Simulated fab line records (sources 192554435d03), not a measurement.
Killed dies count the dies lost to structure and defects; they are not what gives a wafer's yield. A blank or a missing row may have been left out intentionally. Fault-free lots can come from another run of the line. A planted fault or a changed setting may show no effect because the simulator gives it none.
fab line records	flow n5Finfet
record: lots: 9	wafers: 27	lastDay: 19
route steps=1938 shown BEOL_M4@1111 BEOL_M9@1465 BEOL_M10@1484 PASSIVATION@1936
lots untouched by any fault: they come from a run of this same line in which no faults occurred
startH: the number of hours between the record's first day and the start of the first shown wafer of the lot	waitH: time in hours since the lot's previous step	" same as the row above	L1.1+2: a single row standing in for several wafers	- no value, or no start was given	* or withheld: withheld	< > ~ a bound
route shown NAME@n: a module of which the file shows steps, and the number in the route of the first	usual: average and standard deviation across the fault-free wafers	same: alike in all rows	chamber/n: place in a boat	sites: the reading at each site	_std_site: their standard deviation	_edge_site: inner sites' mean taken away from outer sites' mean	radiusMm: for every site, how far away it sits from the centre of the wafer	mask NAME#n: copy n	behind: tool/chamber where the wafer was last shaped	hold: reason for holding the lot/hours on hold/outcome of the hold	device: transistor that didn't switch, given as n, p or np	end of line: at the end of the route, the tests of the same wafers	a step without rows: its recipe alone	killed: not the wafer's yield, but the dies lost to structure and defects at the first sort	map: a wafer's dies, x killed, . not, _ none there
set.NAME: the setting that was run; set.NAME@STEP: the one run at that earlier step	model.NAME: the simulator's own value behind a step, which no gauge read
one table for each step of the route and one row for each wafer, over a sample of lots
services: a tool's chamber out of use, with start hour (startH, from the record's first day; less than 0 if before it), hours out, and reason
== steps ==
step: N5_BEOL_M4_RC_MEAS_101
usual: DIBL_N: 36.0/1.6	DIBL_P: 35.8/2	IOFF_N: 0.152/0.03	IOFF_P: 0.20/0.031	ION_N: 670/12	ION_P: 459/7.4	SS_N: 71.5/0.56	SS_P: 73.2/0.64	VT_N: 251/3.5	VT_P: -252/3.3
lot.wafer	tool	chamber	startH	waitH	DIBL_N[mV/V]	DIBL_P[mV/V]	IOFF_N[nA/um]	IOFF_P[nA/um]	ION_N[uA/um]	ION_P[uA/um]	SS_N[mV/dec]	SS_P[mV/dec]	VT_N[mV]	VT_P[mV]
L598.2	prober-02	0	203.82	0.2	36.7	35.8	0.154	0.20	674	462	72.0	73.0	251	-253
L598.3	"	0	"	"	36.7	35.5	0.141	0.19	657	454	71.0	73.0	254	-254
L598.5	"	0	"	"	33.5	31.3	0.101	0.15	650	450	71.0	72.1	255	-256
L606.1	prober-01	0	247.01	0.0	33.3	33.0	0.110	0.16	659	457	71.8	72.7	253	-254
L606.2	"	0	"	"	34.2	35.2	0.129	0.19	661	457	71.1	73.3	252	-252
L606.3	"	0	"	"	36.2	38.0	0.170	0.23	678	463	71.6	73.7	249	-247
L607.1	prober-02	0	252.74	0.0	35.8	35.9	0.134	0.17	677	452	71.8	72.7	252	-258
L607.5	"	0	"	"	35.1	35.9	0.132	0.18	669	467	71.2	72.4	252	-256
L607.6	"	0	"	"	36.3	36.2	0.141	0.17	662	451	71.6	73.2	253	-258
L608.1	prober-01	0	275.60	0.0	36.2	35.1	0.121	0.17	644	446	71.9	72.7	260	-257
L608.3	"	0	"	"	38.6	38.0	0.185	0.22	681	456	72.4	73.0	249	-249
L608.6	"	0	"	"	37.3	37.2	0.154	0.21	669	456	72.3	73.1	253	-252
L611.3	prober-01	0	285.29	0.3	34.8	36.5	0.157	0.21	672	461	71.3	72.7	249	-250
L611.5	"	0	"	"	37.0	39.1	0.203	0.26	695	470	71.8	73.6	245	-246
L611.6	"	0	"	"	37.5	39.4	0.224	0.26	686	466	72.0	73.6	243	-248
L615.2	prober-02	0	294.19	0.2	35.6	35.8	0.151	0.20	687	469	71.3	73.7	250	-250
L615.3	"	0	"	"	35.3	35.7	0.146	0.20	674	461	70.9	73.4	248	-251
L615.6	"	0	"	"	36.1	35.7	0.150	0.20	673	459	71.2	72.6	249	-249
L618.1	prober-02	0	315.94	0.0	35.4	35.1	0.126	0.16	651	441	71.2	72.9	253	-254
L618.4	"	0	"	"	35.7	37.0	0.139	0.18	671	461	71.3	73.1	253	-252
L618.6	"	0	"	"	38.8	40.0	0.190	0.23	671	449	72.2	74.8	247	-251
L617.1	prober-02	0	328.96	0.0	35.5	33.7	0.136	0.21	674	473	70.9	72.8	254	-250
L617.2	"	0	"	"	36.1	34.1	0.144	0.21	661	459	71.4	73.5	251	-246
L617.5	"	0	"	"	35.4	33.8	0.135	0.20	664	459	71.3	73.4	251	-247
L619.1	prober-01	0	342.77	0.0	35.3	36.1	0.156	0.23	681	467	71.0	73.7	248	-249
L619.3	"	0	"	"	35.7	36.1	0.171	0.22	677	468	71.2	74.0	249	-250
L619.4	"	0	"	"	37.0	37.1	0.177	0.23	676	465	71.9	74.4	251	-250
step: N5_BEOL_M9_THK_MEAS_53
recipe: thkMeasGauge: xrf	reads: Cu_of_BEOL_M9_ECD_50
usual: M9_THK: 138/3.3
lot.wafer	tool	chamber	startH	waitH	M9_THK[nm]
L598.2	filmMetro-01	-	254.61	-	135
L598.3	"	-	"	"	139
L598.5	"	-	"	"	136
L606.1	filmMetro-01	-	297.29	-	139
L606.2	"	-	"	"	143
L606.3	"	-	"	"	133
L607.1	filmMetro-02	-	301.90	-	141
L607.5	"	-	"	"	141
L607.6	"	-	"	"	137
L608.1	filmMetro-01	-	321.11	-	139
L608.3	"	-	"	"	135
L608.6	"	-	"	"	142
L611.3	filmMetro-01	-	335.82	-	139
L611.5	"	-	"	"	135
L611.6	"	-	"	"	139
L615.2	filmMetro-01	-	339.86	-	140
L615.3	"	-	"	"	136
L615.6	"	-	"	"	143
L618.1	filmMetro-02	-	368.36	-	137
L618.4	"	-	"	"	136
L618.6	"	-	"	"	137
L617.1	filmMetro-01	-	380.63	-	143
L617.2	"	-	"	"	135
L617.5	"	-	"	"	137
L619.1	filmMetro-02	-	400.32	-	135
L619.3	"	-	"	"	139
L619.4	"	-	"	"	135
step: N5_BEOL_M10_OVL_MEAS_12
recipe: pointsPerWafer: 44
usual: M10_OVL: -0.5/0.88
lot.wafer	tool	chamber	startH	waitH	M10_OVL[nm]
L598.2	overlay-01	0	258.66	0.0	0.3
L598.3	"	0	"	"	0.7
L598.5	"	0	"	"	1.0
L606.1	overlay-01	0	300.49	0.0	-0.1
L606.2	"	0	"	"	0.0
L606.3	"	0	"	"	0.4
L607.1	overlay-02	0	304.36	0.0	-1.3
L607.5	"	0	"	"	-1.0
L607.6	"	0	"	"	-0.3
L608.1	overlay-02	0	324.79	0.0	-0.8
L608.3	"	0	"	"	-1.1
L608.6	"	0	"	"	-2.6
L611.3	overlay-01	0	338.95	0.0	-1.1
L611.5	"	0	"	"	-1.0
L611.6	"	0	"	"	0.0
L615.2	overlay-02	0	342.59	0.0	0.1
L615.3	"	0	"	"	1.6
L615.6	"	0	"	"	0.9
L618.1	overlay-01	0	373.43	0.0	-0.3
L618.4	"	0	"	"	-0.8
L618.6	"	0	"	"	-1.0
L617.1	overlay-01	0	382.91	0.0	-0.7
L617.2	"	0	"	"	-0.9
L617.5	"	0	"	"	-0.6
L619.1	overlay-02	0	403.21	0.0	0.1
L619.3	"	0	"	"	-0.5
L619.4	"	0	"	"	-0.4
step: N5_BEOL_M10_STRIP_67
recipe: chemistry: CF4	resist: SiARC	powerW: 300	biasPowerW: 75	pressureMtorr: 50	cf4FlowSccm: 150	rfFrequencyHz: 6e+07
usual: biasPowerW: 75.02/0.22	cf4FlowSccm: 150.0/0.45	drypumpMotorCurrentA: 5.7/0.45	oesProductAu: 0.79/0.084	rfVppV: 271.3/1.3	showerheadPlenumPTorr: 1.80/0.043	throttleValvePct: 13.60/0.23
lot.wafer	tool	chamber	startH	waitH	biasPowerW	cf4FlowSccm	drypumpMotorCurrentA	oesProductAu	rfHoursCounterH	rfVppV	showerheadPlenumPTorr	throttleValvePct
L598.2	rieDiel-05	1	259.02	0.0	74.89	150.2	5.4	0.72	198	268.9	1.78	13.88
L598.3	"	3	"	"	75.13	150.2	5.3	0.83	56	271.7	1.81	13.33
L598.5	"	2	"	"	74.98	149.6	5.5	0.68	-	269.2	1.77	13.76
L606.1	rieDiel-06	0	300.78	0.0	-	-	-	-	-	-	-	-
L606.2	"	3	"	"	-	-	-	-	-	-	-	-
L606.3	"	2	"	"	-	-	-	-	-	-	-	-
L607.1	rieDiel-05	0	304.78	0.0	-	-	-	-	-	-	-	-
L607.5	"	0	"	"	-	-	-	-	-	-	-	-
L607.6	"	3	"	"	-	-	-	-	-	-	-	-
L608.1	rieDiel-05	3	325.08	0.0	-	-	-	-	-	-	-	-
L608.3	"	2	"	"	-	-	-	-	-	-	-	-
L608.6	"	3	"	"	-	-	-	-	-	-	-	-
L611.3	rieDiel-02	3	339.24	0.0	74.86	149.9	6.4	0.82	80	273.9	1.89	13.59
L611.5	"	0	"	"	74.91	149.8	5.2	0.87	-	272.8	1.84	13.54
L611.6	"	3	"	"	75.03	150.2	6.4	0.82	-	273.7	1.89	13.60
L615.2	rieDiel-05	0	343.37	0.0	75.26	149.9	6.2	0.67	232	271.6	1.76	13.89
L615.3	"	3	"	"	75.22	150.1	5.3	0.79	90	270.3	1.80	13.42
L615.6	"	1	"	"	74.95	149.0	5.4	0.70	-	270.7	1.77	13.96
L618.1	rieDiel-06	2	373.73	0.0	75.25	150.3	6.3	0.98	2	270.8	1.78	13.35
L618.4	"	3	"	"	74.80	150.2	5.8	0.69	246	269.4	1.76	13.83
L618.6	"	1	"	"	75.05	149.8	5.8	0.78	-	272.2	1.82	13.51
L617.1	rieDiel-05	0	383.38	0.0	74.82	150.1	6.2	0.67	246	271.3	1.76	13.93
L617.2	"	3	"	"	75.21	150.6	5.3	0.78	104	271.2	1.80	13.46
L617.5	"	2	"	"	75.22	149.8	5.5	0.89	-	270.6	1.76	13.28
L619.1	rieDiel-06	1	403.62	0.0	74.89	150.7	5.7	0.76	117	271.8	1.82	13.53
L619.3	"	0	"	"	75.22	150.3	5.8	0.79	114	271.8	1.81	13.63
L619.4	"	1	"	"	74.89	149.9	5.7	0.76	-	271.5	1.82	13.54
step: N5_BEOL_M10_CD_MEAS_18
recipe: pitchNm: 140	targetCdNm: 70
usual: cdNm: 69.7/0.63
lot.wafer	tool	chamber	startH	waitH	cdNm
L598.2	cdSem-03	-	259.24	0.1	69.6
L598.3	"	-	"	"	69.1
L598.5	"	-	"	"	70.2
L606.1	cdSem-02	-	301.00	0.0	70.9
L606.2	"	-	"	"	70.1
L606.3	"	-	"	"	69.5
L607.1	cdSem-02	-	305.32	0.0	70.7
L607.5	"	-	"	"	70.0
L607.6	"	-	"	"	70.1
L608.1	cdSem-01	-	325.48	0.0	68.5
L608.3	"	-	"	"	69.9
L608.6	"	-	"	"	69.8
L611.3	cdSem-01	-	339.47	0.1	69.5
L611.5	"	-	"	"	71.0
L611.6	"	-	"	"	70.0
L615.2	cdSem-01	-	343.60	0.1	71.1
L615.3	"	-	"	"	69.6
L615.6	"	-	"	"	69.2
L618.1	cdSem-02	-	373.99	0.0	69.0
L618.4	"	-	"	"	69.6
L618.6	"	-	"	"	68.9
L617.1	cdSem-02	-	383.60	0.0	69.7
L617.2	"	-	"	"	68.9
L617.5	"	-	"	"	71.0
L619.1	cdSem-01	-	403.87	0.1	69.4
L619.3	"	-	"	"	69.7
L619.4	"	-	"	"	69.4
step: N5_BEOL_M10_VIA_ETCH_34
recipe: chemistry: C4F6/O2	target: SiCOH_lowk	targetDepthA: 1845	maskMaterial: SOC	taperDeg: 4	timeS: 69.2	ionEnergyEv: 250	pressureMtorr: 30	sourceW: 345	biasW: 185	Ar_flow_sccm: 300	C4F6_flow_sccm: 10	O2_flow_sccm: 10
usual: drypumpMotorCurrentA: 5.7/0.41	oes_f_703_au: 0.79/0.082	oesProductAu: 0.79/0.089	rfVppV: 661/12	showerheadPlenumPTorr: 2.85/0.054	throttleValvePct: 20.87/0.15
lot.wafer	tool	chamber	startH	waitH	drypumpMotorCurrentA	oes_f_703_au	oesProductAu	rfHoursCounterH	rfVppV	showerheadPlenumPTorr	throttleValvePct
L598.2	rieDiel-02	2	260.19	0.0	5.8	0.81	0.81	72	649	2.87	20.83
L598.3	"	3	"	"	6.4	0.86	0.87	46	668	2.98	20.70
L598.5	"	2	"	"	5.8	0.81	0.82	-	648	2.87	20.84
L606.1	rieDiel-06	0	303.41	0.0	5.8	0.81	0.32	75	671	2.86	20.68
L606.2	"	1	"	"	5.7	0.81	0.30	78	659	2.88	20.56
L606.3	"	2	"	"	6.3	0.65	0.25	243	686	2.80	20.85
L607.1	rieDiel-06	3	309.43	0.0	5.8	0.72	0.26	220	647	2.80	20.83
L607.5	"	0	"	"	5.8	0.81	0.30	-	673	2.86	20.69
L607.6	"	3	"	"	5.8	0.72	0.27	-	647	2.80	20.83
L608.1	rieDiel-06	1	326.35	0.0	5.7	0.80	0.30	87	659	2.88	20.58
L608.3	"	0	"	"	5.8	0.81	0.31	84	673	2.86	20.71
L608.6	"	1	"	"	5.7	0.81	0.30	-	660	2.88	20.58
L611.3	rieDiel-06	3	341.72	0.0	5.8	0.72	0.68	233	646	2.80	21.01
L611.5	"	3	"	"	5.8	0.71	0.68	-	647	2.80	21.00
L611.6	"	1	"	"	5.7	0.80	0.78	-	659	2.88	20.74
L615.2	rieDiel-02	3	345.03	0.0	6.3	0.82	0.82	83	667	2.96	20.74
L615.3	"	1	"	"	5.0	0.89	0.91	16	658	2.80	20.73
L615.6	"	0	"	"	5.2	0.89	0.86	-	654	2.89	20.84
L618.1	rieDiel-05	0	378.36	0.0	6.2	0.66	0.66	244	667	2.80	21.21
L618.4	"	1	"	"	5.4	0.70	0.68	244	657	2.78	21.10
L618.6	"	3	"	"	5.3	0.81	0.79	-	649	2.85	20.78
L617.1	rieDiel-06	3	385.20	0.0	5.8	0.71	0.68	249	648	2.79	21.03
L617.2	"	0	"	"	5.8	0.78	0.81	106	672	2.85	20.89
L617.5	"	3	"	"	5.8	0.71	0.67	-	647	2.79	21.01
L619.1	rieDiel-05	2	404.46	0.0	5.5	0.85	0.85	38	667	2.80	20.69
L619.3	"	3	"	"	5.4	0.80	0.77	112	649	2.85	20.78
L619.4	"	1	"	"	5.4	0.69	0.67	-	656	2.78	21.11
step: N5_BEOL_M10_OCD_MEAS_38
usual: trenchDepthNm: 148.0/2.6
lot.wafer	tool	chamber	startH	waitH	trenchDepthNm
L598.2	ocd-01	-	260.48	-	147.5
L598.3	"	-	"	"	150.5
L598.5	"	-	"	"	148.1
L606.1	ocd-02	-	303.70	-	-
L606.2	"	-	"	"	-
L606.3	"	-	"	"	-
L607.1	ocd-02	-	309.71	-	-
L607.5	"	-	"	"	-
L607.6	"	-	"	"	-
L608.1	ocd-01	-	326.63	-	-
L608.3	"	-	"	"	-
L608.6	"	-	"	"	-
L611.3	ocd-02	-	342.00	-	144.7
L611.5	"	-	"	"	145.5
L611.6	"	-	"	"	146.5
L615.2	ocd-01	-	345.31	-	149.9
L615.3	"	-	"	"	148.0
L615.6	"	-	"	"	149.1
L618.1	ocd-01	-	378.64	-	145.0
L618.4	"	-	"	"	146.8
L618.6	"	-	"	"	151.4
L617.1	ocd-01	-	385.48	-	144.8
L617.2	"	-	"	"	148.8
L617.5	"	-	"	"	145.0
L619.1	ocd-02	-	404.75	-	147.1
L619.3	"	-	"	"	151.8
L619.4	"	-	"	"	144.0
step: N5_PASSIVATION_PROBE_49
usual: defectLimitedYield: 91.6/1.4	killed_at_M0_to_M3: 33/10	killed_at_M4_up: 13/5.3	killedAtContacts: 13/5.9	killedAtFrontEnd: 36/12	killedAtOther: 4/3.1	killedDies: 99/16	killedOnRim: 13/4.2	killedOpen: 65/13	killedShort: 32/7.3	sort_bin_5_function: 4.9/0.9	sort_bin_6_memory: 3.1/0.66	sortNPass: 1081/17	sortYieldPct: 91.6/1.4
same: grossDies: 1180	killedAtBackSide: 0	sort_bin_4_leakage[%]: 0	sort_bin_8_speed[%]: 0
lot.wafer	tool	chamber	startH	waitH	defectLimitedYield[%]	killed_at_M0_to_M3	killed_at_M4_up	killedAtContacts	killedAtFrontEnd	killedAtOther	killedDies	killedOnRim	killedOpen	killedShort	sort_bin_5_function[%]	sort_bin_6_memory[%]	sortNPass	sortYieldPct[%]
L606.1	prober-01	-	350.02	0.0	0	23	1109	9	38	1	1180	152	49	32	97.0	2.7	0	0
L606.2	prober-01	-	350.07	0.1	0	16	1117	9	36	2	1180	152	49	27	97.8	2.0	0	0
L606.3	prober-01	-	350.12	0.1	0	25	1102	11	41	1	1180	152	49	34	97.7	2.1	0	0
L607.1	prober-02	-	353.36	0.0	0	19	1114	5	36	6	1180	152	58	27	97.3	2.7	0	0
L607.5	prober-02	-	353.56	0.2	0	31	1112	3	28	6	1180	152	62	33	96.4	3.3	0	0
L607.6	prober-02	-	353.61	0.3	0	50	1071	12	38	9	1180	152	80	37	95.9	3.6	0	0
L608.1	prober-02	-	379.39	0.0	0	52	1042	9	72	5	1180	152	106	43	94.6	5.0	0	0
L608.3	prober-02	-	379.49	0.1	0	30	1072	8	68	2	1180	152	76	34	95.8	3.5	0	0
L608.6	prober-02	-	379.64	0.3	0	31	1080	8	52	9	1180	152	80	31	96.2	3.6	0	0
L611.3	prober-01	-	398.02	0.1	92.6	13	9	18	45	2	87	14	49	37	4.6	2.5	1093	92.6
L611.5	prober-01	-	398.12	0.2	92.5	22	13	17	34	3	89	18	63	24	4.2	3.1	1091	92.5
L611.6	prober-01	-	398.17	0.3	91.6	22	12	21	40	4	99	13	52	45	4.5	3.4	1081	91.6
L615.2	prober-01	-	404.33	0.1	93.4	18	13	11	28	8	78	6	50	25	3.7	2.7	1102	93.4
L615.3	prober-01	-	404.38	0.1	92.6	22	16	13	31	5	87	12	56	27	4.5	2.4	1093	92.6
L615.6	prober-01	-	404.53	0.3	91.5	30	18	5	42	5	100	15	58	35	4.7	3.6	1080	91.5
L617.1	prober-02	-	439.25	0.0	90.4	56	7	10	39	1	113	16	73	39	5.7	3.6	1067	90.4
L617.2	prober-02	-	439.30	0.1	89.1	61	14	4	50	0	129	17	76	50	7.0	3.5	1051	89.1
L617.5	prober-02	-	439.45	0.2	91.4	31	7	13	43	7	101	13	65	34	5.8	2.5	1079	91.4
L619.1	prober-01	-	459.06	0.0	92.5	30	13	14	23	8	88	13	55	33	3.8	3.6	1092	92.5
L619.3	prober-01	-	459.16	0.1	92.3	31	5	16	27	12	91	8	69	22	4.1	3.4	1089	92.3
L619.4	prober-01	-	459.21	0.2	91.5	36	9	20	28	7	100	19	63	36	4.8	3.4	1080	91.5
killed by level:class
L606.1 BEOL_M10:areaEtch=1098 FIN_SAQP:geometricParticle:short=11 MOL_CONTACT_COAG:geometricParticle:open=8 STI_FIN_REVEAL:geometricParticle:open=7 BEOL_M0_SAQP:geometricParticle:open=7 BEOL_M0_SAQP:geometricParticle:short=7 BEOL_M2:geometricParticle:open=4 BEOL_M4:geometricParticle:open=4
L606.2 BEOL_M10:areaEtch=1103 FIN_SAQP:geometricParticle:short=10 MOL_CONTACT_COAG:geometricParticle:open=9 FIN_SAQP:geometricParticle:open=6 GATE_CUT:geometricParticle:short=5 BEOL_M0_SAQP:geometricParticle:open=5 BEOL_M2:geometricParticle:open=5 BEOL_M4:geometricParticle:open=5
L606.3 BEOL_M10:areaEtch=1096 FIN_SAQP:geometricParticle:short=13 MOL_CONTACT_COAG:geometricParticle:open=10 FIN_SAQP:geometricParticle:open=6 DUMMY_GATE:geometricParticle:open=6 BEOL_M0_SAQP:geometricParticle:open=4 BEOL_M1:geometricParticle:open=4 BEOL_M2:geometricParticle:open=4
L607.1 BEOL_M10:areaEtch=1094 DUMMY_GATE:geometricParticle:open=7 FIN_SAQP:geometricParticle:open=5 STI_FIN_REVEAL:geometricParticle:open=5 BEOL_M4:geometricParticle:open=5 MOL_CONTACT_COAG:geometricParticle:open=4 BEOL_M1:geometricParticle:open=4 BEOL_M6:geometricParticle:open=4
L607.5 BEOL_M10:areaEtch=1085 BEOL_M4:geometricParticle:open=14 BEOL_M0_SAQP:geometricParticle:open=8 STI_FIN_REVEAL:geometricParticle:open=6 BEOL_M0_SAQP:geometricParticle:short=6 BEOL_M4:geometricParticle:short=5 BEOL_M1:geometricParticle:open=5 BEOL_M3:geometricParticle:open=4
L607.6 BEOL_M10:areaEtch=1063 BEOL_M0_SAQP:geometricParticle:short=12 STI_FIN_REVEAL:geometricParticle:open=11 MOL_CONTACT_COAG:geometricParticle:open=10 BEOL_M2:geometricParticle:open=9 BEOL_M3:geometricParticle:open=8 BEOL_M0_SAQP:geometricParticle:open=7 BEOL_M1:geometricParticle:open=7
L608.1 BEOL_M10:areaEtch=1031 FIN_SAQP:geometricParticle:open=22 STI_FIN_REVEAL:geometricParticle:open=21 FIN_SAQP:geometricParticle:short=14 BEOL_M2:geometricParticle:open=14 MOL_CONTACT_COAG:geometricParticle:open=9 BEOL_M0_SAQP:geometricParticle:short=7 BEOL_M1:geometricParticle:open=7
L608.3 BEOL_M10:areaEtch=1067 FIN_SAQP:geometricParticle:open=22 STI_FIN_REVEAL:geometricParticle:open=17 FIN_SAQP:geometricParticle:short=14 BEOL_M3:geometricParticle:open=7 BEOL_M0_SAQP:geometricParticle:open=5 BEOL_M1:geometricParticle:open=4 STARTING-WAFER:geometricParticle:open=4
L608.6 BEOL_M10:areaEtch=1069 FIN_SAQP:geometricParticle:open=20 FIN_SAQP:geometricParticle:short=12 STI_FIN_REVEAL:geometricParticle:open=7 MOL_CONTACT_COAG:geometricParticle:open=7 BEOL_M2:geometricParticle:open=6 BEOL_M1:geometricParticle:open=5 BEOL_M3:geometricParticle:open=5
L611.3 FIN_SAQP:geometricParticle:short=19 MOL_CONTACT_COAG:geometricParticle:open=16 FIN_SAQP:geometricParticle:open=5 DUMMY_GATE:geometricParticle:open=4 GATE_CUT:geometricParticle:short=4 BEOL_M2:geometricParticle:open=4 STI_FIN_REVEAL:geometricParticle:open=3 STARTING-WAFER:geometricParticle:open=3
L611.5 MOL_CONTACT_COAG:geometricParticle:open=15 STI_FIN_REVEAL:geometricParticle:open=7 DUMMY_GATE:geometricParticle:open=7 GATE_CUT:geometricParticle:short=5 BEOL_M0:geometricParticle:open=5 BEOL_M3:geometricParticle:open=5 BEOL_M4:geometricParticle:open=4 BEOL_M5:geometricParticle:open=4
L611.6 FIN_SAQP:geometricParticle:short=19 MOL_CONTACT_COAG:geometricParticle:open=15 BEOL_M0_SAQP:geometricParticle:short=10 FIN_SAQP:geometricParticle:open=9 MOL_CONTACT_COAG:geometricParticle:short=6 BEOL_M5:geometricParticle:open=6 BEOL_M0_SAQP:geometricParticle:open=5 PASS1_CAP:geometricParticle:short=4
L615.2 MOL_CONTACT_COAG:geometricParticle:open=8 GATE_CUT:geometricParticle:short=7 FIN_SAQP:geometricParticle:short=6 MIM_BOT:geometricParticle:open=5 BEOL_M0_SAQP:geometricParticle:short=5 DUMMY_GATE:geometricParticle:open=4 BEOL_M3:geometricParticle:open=4 BEOL_M5:geometricParticle:open=4
L615.3 MOL_CONTACT_COAG:geometricParticle:open=12 GATE_CUT:geometricParticle:open=8 BEOL_M3:geometricParticle:open=7 BEOL_M0_SAQP:geometricParticle:open=6 BEOL_M4:geometricParticle:open=6 BEOL_M4:geometricParticle:short=4 STI_FIN_REVEAL:geometricParticle:open=3 GATE_CUT:geometricParticle:short=3
L615.6 GATE_CUT:geometricParticle:short=9 BEOL_M0_SAQP:geometricParticle:short=7 GATE_CUT:geometricParticle:open=6 BEOL_M0_SAQP:geometricParticle:open=6 BEOL_M5:geometricParticle:open=6 STI_FIN_REVEAL:geometricParticle:open=5 BEOL_M3:geometricParticle:open=5 STARTING-WAFER:geometricParticle:short=4
L617.1 STI_FIN_REVEAL:geometricParticle:open=17 BEOL_M0_SAQP:geometricParticle:short=14 BEOL_M0_SAQP:geometricParticle:open=12 MOL_CONTACT_COAG:geometricParticle:open=10 BEOL_M3:geometricParticle:open=10 BEOL_M0:geometricParticle:open=7 FIN_SAQP:geometricParticle:short=6 BEOL_M1:geometricParticle:open=5
L617.2 FIN_SAQP:geometricParticle:short=17 BEOL_M0_SAQP:geometricParticle:short=17 BEOL_M0_SAQP:geometricParticle:open=17 STI_FIN_REVEAL:geometricParticle:open=11 BEOL_M5:geometricParticle:open=6 GATE_CUT:geometricParticle:short=5 BEOL_M1:geometricParticle:open=5 BEOL_M3:geometricParticle:short=5
L617.5 BEOL_M0_SAQP:geometricParticle:open=13 FIN_SAQP:geometricParticle:open=12 FIN_SAQP:geometricParticle:short=12 MOL_CONTACT_COAG:geometricParticle:open=12 BEOL_M0_SAQP:geometricParticle:short=10 STI_FIN_REVEAL:geometricParticle:open=4 BEOL_M2:geometricParticle:open=3 BEOL_M3:geometricParticle:open=3
L619.1 MOL_CONTACT_COAG:geometricParticle:open=12 BEOL_M0_SAQP:geometricParticle:short=7 BEOL_M4:geometricParticle:open=6 BEOL_M0_SAQP:geometricParticle:open=4 BEOL_M2:geometricParticle:short=4 BEOL_M3:geometricParticle:open=4 FIN_SAQP:geometricParticle:open=3 GATE_CUT:geometricParticle:short=3
L619.3 MOL_CONTACT_COAG:geometricParticle:open=15 FIN_SAQP:geometricParticle:open=9 BEOL_M0_SAQP:geometricParticle:open=8 STI_FIN_REVEAL:geometricParticle:open=7 BEOL_M1:geometricParticle:open=6 BEOL_M2:geometricParticle:open=5 FIN_SAQP:geometricParticle:short=4 BEOL_M0_SAQP:geometricParticle:short=4
L619.4 BEOL_M3:geometricParticle:open=17 MOL_CONTACT_COAG:geometricParticle:open=16 FIN_SAQP:geometricParticle:short=6 BEOL_M3:geometricParticle:short=5 BEOL_M2:geometricParticle:open=5 MOL_CONTACT_COAG:geometricParticle:short=4 BEOL_M0_SAQP:geometricParticle:open=4 STI_FIN_REVEAL:geometricParticle:short=3
== services ==
tool	chamber	startH	hours	kind
rieDiel-02	0	250.82	-	clean
rieDiel-02	0	250.82	-	consumableReplace:focusRing
rieDiel-02	0	250.82	18.0	scheduledDown
rieDiel-02	0	250.82	18.0	ventCycle
rieDiel-02	1	269.00	-	clean
rieDiel-02	1	269.00	-	consumableReplace:focusRing
rieDiel-02	2	274.60	2.7	repair
rieDiel-05	2	276.14	-	clean
rieDiel-05	2	276.14	-	consumableReplace:focusRing
rieDiel-05	2	276.14	16.3	scheduledDown
rieDiel-05	2	276.14	16.3	ventCycle
rieDiel-06	2	318.16	10.9	repair
rieDiel-02	0	359.18	8.3	repair
rieDiel-06	-	369.08	2.8	pm
rieDiel-06	3	388.92	-	clean
rieDiel-06	3	388.92	-	consumableReplace:focusRing
rieDiel-06	3	388.92	19.5	scheduledDown
rieDiel-06	3	388.92	19.5	ventCycle
rieDiel-02	0	396.89	2.6	repair
rieDiel-05	0	399.21	-	clean
rieDiel-05	0	399.21	-	consumableReplace:focusRing
rieDiel-05	0	399.21	20.1	scheduledDown
rieDiel-05	0	399.21	20.1	ventCycle
== key ==
firstSign: step: N5_BEOL_M10_STRIP_67	reading: toolRecord	direction: missing
effect: step: N5_BEOL_M10_VIA_ETCH_34	reading: oesProductAu	direction: down	sigmas: 5.6	usual: 0.79	struck: 0.29
effect: step: N5_BEOL_M10_OCD_MEAS_38	reading: trenchDepthNm	direction: missing
effect: step: N5_PASSIVATION_PROBE_49	reading: killed_at_M4_up	direction: up	sigmas: 99+	usual: 13	struck: 1091
moreKillsBornAt: N5_BEOL_M10_ETCH_66@rieDiel-06: 9706
metAt N5_BEOL_M10_STRIP_67
struckLots L606,L607,L608
laterRowsLeftOut L606.1,L606.2,L606.3,L607.1,L607.5,L607.6,L608.1,L608.3,L608.6
notActingAt N5_BEOL_M9_THK_MEAS_53,N5_BEOL_M10_OVL_MEAS_12,N5_BEOL_M10_CD_MEAS_18
onsetBetween 259.02 300.78
fault: kind: skippedStepWhole	tool: rieDiel-05,rieDiel-06	chamber: -	onsetH: 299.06	steps: N5_BEOL_M10_STRIP_67	scope: struckLotsOnly
laterRowsLeftOut: the simulator's readings of these wafers behind a module that went badly wrong aren't trusted and aren't shown, but for the sort
